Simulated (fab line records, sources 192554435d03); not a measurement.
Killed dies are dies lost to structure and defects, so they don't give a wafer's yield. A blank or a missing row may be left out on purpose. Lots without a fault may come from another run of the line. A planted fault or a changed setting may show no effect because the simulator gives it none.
Chamber matching | flow n5_finfet | N5_SD_EPI_P_ETCH_37 on rie_diel-05: 4 sister chambers
The step etches SOC in N2/H2, overetch 108 nm, time 486 s. 4 wafers are shown with their chamber, then 7 later ones without.

WAFERS WITH THEIR CHAMBER
wafer  | chamber | drypump_motor_current_A (A)
L080.4 | 1       | 5.9
L081.3 | 0       | 6.0
L085.1 | 3       | 5.2
L085.3 | 2       | 5.1

WAFERS WITHOUT THEIR CHAMBER
wafer  | drypump_motor_current_A (A)
L085.5 | 5.9
L086.1 | 5.1
L086.4 | 5.9
L086.5 | 5.1
L091.2 | 5.1
L091.3 | 5.8
L091.5 | 6.0

WHICH CHAMBER EACH WENT THROUGH
wafer  | from the rows above | in truth
L085.5 | 1                   | 1
L086.1 | 2                   | 2
L086.4 | 1                   | 1
L086.5 | 2                   | 2
L091.2 | 2                   | 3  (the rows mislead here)
L091.3 | 1                   | 1
L091.5 | 0                   | 0
Placed correctly: 6 of 7. Can't be placed from these rows: 0. Placed wrongly: 1.
How it was worked out, from the rows above alone: a wafer's distance from a chamber is the root of the sum, over the readings, of the square of ((its reading less the chamber's mean) divided by the reading's scatter). The wafer belongs to the nearest chamber; if the next one is less than 2 further off, it can't be placed. A chamber's mean is the mean of its shown wafers. The scatter: with one shown wafer a chamber, the root of the mean of the squares of how far each hidden wafer lies from its nearest shown one.
